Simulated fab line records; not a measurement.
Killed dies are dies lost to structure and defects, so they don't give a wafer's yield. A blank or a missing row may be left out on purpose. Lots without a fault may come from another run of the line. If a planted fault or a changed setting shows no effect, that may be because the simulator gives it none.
Which tool was responsible? + flow n5Finfet + 29 wafers sampled from 10 lots at 1 step of a route of 1938

WHAT THE GAUGES READ, wafer by wafer
N5_BEOL_M8_INSPECT_13: inspects for defects (brightfield).
| lot  | measured     | on               | rawDefectCount |
|------|--------------|------------------|----------------|
| L245 | day 9 08:10  | defectInspect-01 | 434 482 491    |
| L248 | day 10 00:44 | defectInspect-02 | 388 379 369    |
| L250 | day 10 16:35 | defectInspect-02 | 337 368 518    |
| L252 | day 11 00:23 | defectInspect-01 | 483 411 430    |
| L251 | day 11 02:09 | defectInspect-01 | 283 347 322    |
| L263 | day 13 22:19 | defectInspect-01 | 391 404 416    |
| L266 | day 14 14:07 | defectInspect-02 | 414 348 387    |
| L262 | day 14 16:01 | defectInspect-01 | 449 391        |
| L265 | day 14 21:08 | defectInspect-01 | 480 404 309    |
| L268 | day 15 05:40 | defectInspect-01 | 386 341 317    |

TOOL THAT RAN EACH LOT (tool first, then ch and the chambers of the sampled wafers, then the start)
Record: no process step prior to these readings.

AS READ BY THE TOOLS THEMSELVES (means over the sampled wafers that have a number; for cases with no such wafer, the mark the record gives instead)
The record holds no such reading with a usual standard deviation.

THE ANSWER, worked out from the rows above alone
Rule: usual is defined by the lots themselves. The widest of any qualifying gaps counts: lots, ordered by their means at a reading, are off when they make up no more than a third of the lots, leave a main group of 4 or more, and stand apart from it by 3 or more times the standard deviation of that group's means. The tables above print the reading to a certain number of digits; a main group whose means all agree to those digits is not used. Also off: a lot with no number at a reading for which 4 or more lots have one. The other lots that the step has rows for count as sound. Order of review: gauges by route order, followed by the tools' own readings, for which a lot's mean as printed above is used. At the first step where some lot is off, the reading lying furthest off is the one used; lots without a number count as furthest.
Across all readings shown, no lot is off: no conclusion can be drawn from this.

WHAT WAS PUT IN BY THE SIMULATOR
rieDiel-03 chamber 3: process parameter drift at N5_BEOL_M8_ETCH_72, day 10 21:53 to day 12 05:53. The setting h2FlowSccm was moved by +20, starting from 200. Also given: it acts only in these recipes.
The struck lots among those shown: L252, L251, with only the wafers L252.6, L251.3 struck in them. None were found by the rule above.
